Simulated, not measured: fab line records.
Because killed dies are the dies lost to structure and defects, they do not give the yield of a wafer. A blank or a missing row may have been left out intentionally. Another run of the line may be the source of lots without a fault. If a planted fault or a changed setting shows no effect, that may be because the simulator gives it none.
Split-lot experiment || flow n5-finfet || 7 lots, 21 wafers read, on a route of 1938 steps

## THE SPLIT ITSELF
At N5_MOL_CONTACT_COAG_ALD_131 (deposits SiO2, target thk 5 nm, pulse time 1 s, co reactant pulse time 1 s), the setting ald-cycles was moved away from the recipe's 35 on 6 of the 21 wafers read, by -11.4% to +8.6%. For the rest of the wafers, this setting stayed at what the recipe calls for.

The split's own step is where the reading is taken.

## THE READING
SiO2_of_MOL_CONTACT_COAG_ALD_131.thk-nm (the simulator's own value, which no gauge read), in nm, at N5_MOL_CONTACT_COAG_ALD_131 (deposits SiO2, target thk 5 nm, pulse time 1 s, co reactant pulse time 1 s). There is no usual value for it anywhere in the file.

{"wafer": "L078.1", "tool, chamber at the split": "ald-sin-02, 0", "ald-cycles as run": 38, "against the recipe": "+8.6%", "SiO2_of_MOL_CONTACT_COAG_ALD_131.thk-nm, nm": 5.4, "against lot-mates on the recipe": "+0.4"}
{"wafer": "L078.3", "tool, chamber at the split": "ald-sin-02, 2,3", "ald-cycles as run": 35, "against the recipe": "recipe", "SiO2_of_MOL_CONTACT_COAG_ALD_131.thk-nm, nm": 5, "against lot-mates on the recipe": "-"}
{"wafer": "L078.6", "tool, chamber at the split": "ald-sin-02, 2,3", "ald-cycles as run": 35, "against the recipe": "recipe", "SiO2_of_MOL_CONTACT_COAG_ALD_131.thk-nm, nm": 5, "against lot-mates on the recipe": "-"}
{"wafer": "L079.2", "tool, chamber at the split": "ald-sin-02, 3,2,2", "ald-cycles as run": 35, "against the recipe": "recipe", "SiO2_of_MOL_CONTACT_COAG_ALD_131.thk-nm, nm": 5, "against lot-mates on the recipe": "-"}
{"wafer": "L079.3", "tool, chamber at the split": "ald-sin-02, 3,2,2", "ald-cycles as run": 35, "against the recipe": "recipe", "SiO2_of_MOL_CONTACT_COAG_ALD_131.thk-nm, nm": 5, "against lot-mates on the recipe": "-"}
{"wafer": "L079.5", "tool, chamber at the split": "ald-sin-02, 3,2,2", "ald-cycles as run": 35, "against the recipe": "recipe", "SiO2_of_MOL_CONTACT_COAG_ALD_131.thk-nm, nm": 5, "against lot-mates on the recipe": "-"}
{"wafer": "L082.2", "tool, chamber at the split": "ald-sin-02, 2,1,3", "ald-cycles as run": 35, "against the recipe": "recipe", "SiO2_of_MOL_CONTACT_COAG_ALD_131.thk-nm, nm": 5, "against lot-mates on the recipe": "-"}
{"wafer": "L082.3", "tool, chamber at the split": "ald-sin-02, 2,1,3", "ald-cycles as run": 35, "against the recipe": "recipe", "SiO2_of_MOL_CONTACT_COAG_ALD_131.thk-nm, nm": 5, "against lot-mates on the recipe": "-"}
{"wafer": "L082.4", "tool, chamber at the split": "ald-sin-02, 2,1,3", "ald-cycles as run": 35, "against the recipe": "recipe", "SiO2_of_MOL_CONTACT_COAG_ALD_131.thk-nm, nm": 5, "against lot-mates on the recipe": "-"}
{"wafer": "L091.1", "tool, chamber at the split": "ald-sin-02, 0,2,1", "ald-cycles as run": 35, "against the recipe": "recipe", "SiO2_of_MOL_CONTACT_COAG_ALD_131.thk-nm, nm": 5, "against lot-mates on the recipe": "-"}
{"wafer": "L091.2", "tool, chamber at the split": "ald-sin-02, 0,2,1", "ald-cycles as run": 35, "against the recipe": "recipe", "SiO2_of_MOL_CONTACT_COAG_ALD_131.thk-nm, nm": 5, "against lot-mates on the recipe": "-"}
{"wafer": "L091.6", "tool, chamber at the split": "ald-sin-02, 0,2,1", "ald-cycles as run": 35, "against the recipe": "recipe", "SiO2_of_MOL_CONTACT_COAG_ALD_131.thk-nm, nm": 5, "against lot-mates on the recipe": "-"}
{"wafer": "L094.1", "tool, chamber at the split": "ald-sin-01, 1", "ald-cycles as run": 35, "against the recipe": "recipe", "SiO2_of_MOL_CONTACT_COAG_ALD_131.thk-nm, nm": 5, "against lot-mates on the recipe": "-"}
{"wafer": "L094.4", "tool, chamber at the split": "ald-sin-01, 3", "ald-cycles as run": 32, "against the recipe": "-8.6%", "SiO2_of_MOL_CONTACT_COAG_ALD_131.thk-nm, nm": 4.6, "against lot-mates on the recipe": -0.4}
{"wafer": "L094.5", "tool, chamber at the split": "ald-sin-01, 3", "ald-cycles as run": 32, "against the recipe": "-8.6%", "SiO2_of_MOL_CONTACT_COAG_ALD_131.thk-nm, nm": 4.6, "against lot-mates on the recipe": -0.4}
{"wafer": "L095.1", "tool, chamber at the split": "ald-sin-02, 2,1", "ald-cycles as run": 31, "against the recipe": "-11.4%", "SiO2_of_MOL_CONTACT_COAG_ALD_131.thk-nm, nm": 4.4, "against lot-mates on the recipe": -0.6}
{"wafer": "L095.6", "tool, chamber at the split": "ald-sin-02, 2,1", "ald-cycles as run": 31, "against the recipe": "-11.4%", "SiO2_of_MOL_CONTACT_COAG_ALD_131.thk-nm, nm": 4.4, "against lot-mates on the recipe": -0.6}
{"wafer": "L095.2", "tool, chamber at the split": "ald-sin-02, 0", "ald-cycles as run": 35, "against the recipe": "recipe", "SiO2_of_MOL_CONTACT_COAG_ALD_131.thk-nm, nm": 5, "against lot-mates on the recipe": "-"}
{"wafer": "L097.2", "tool, chamber at the split": "ald-sin-03, 3,1", "ald-cycles as run": 35, "against the recipe": "recipe", "SiO2_of_MOL_CONTACT_COAG_ALD_131.thk-nm, nm": 5, "against lot-mates on the recipe": "-"}
{"wafer": "L097.4", "tool, chamber at the split": "ald-sin-03, 3,1", "ald-cycles as run": 35, "against the recipe": "recipe", "SiO2_of_MOL_CONTACT_COAG_ALD_131.thk-nm, nm": 5, "against lot-mates on the recipe": "-"}
{"wafer": "L097.5", "tool, chamber at the split": "ald-sin-03, 1", "ald-cycles as run": 31, "against the recipe": "-11.4%", "SiO2_of_MOL_CONTACT_COAG_ALD_131.thk-nm, nm": 4.4, "against lot-mates on the recipe": -0.6}
Rows listing several chambers each stand for several wafers; the file does not say which wafer went through which chamber.

THE FIT
A straight line over all 21 wafers: SiO2_of_MOL_CONTACT_COAG_ALD_131.thk-nm changes by +0.0502 nm for each +1% of ald-cycles; r = +1.00; the points scatter about the line by 0.016 nm.
The same after taking each lot's own level away (the mean of its wafers on the recipe; 21 wafers): +0.0502 nm for each +1%; r = +1.00; scatter 0.016 nm.
That fit puts the effect of the largest move of ald-cycles on the reading at 0.57 nm.
The lots' own levels span 5.00 to 5.00 nm.
So the lot-to-lot level changes the slope little: the two slopes agree.
Check: with one of the wafers moved furthest among these (-11.4%) left out of the fit, the line predicts -0.57 nm for it against its lot-mates. It came out at -0.6 nm against them.

## ADDITIONAL SPLITS CARRIED BY THESE WAFERS
Other splits were also applied to these wafers ahead of the reading. Each is held against what the fit with the lots' levels taken away leaves over:
{"other split on the same wafers": "N5_GATE_CUT_EXPOSE_10 dose-mj", "wafers away from the commonest value": 5, "r with SiO2_of_MOL_CONTACT_COAG_ALD_131.thk-nm (lot level and that fit taken away)": "+0.05"}

## THE FILE'S OWN FIT
SiO2_of_MOL_CONTACT_COAG_ALD_131.thk-nm changes by +0.0504 nm for each +1% of ald-cycles, r = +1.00.
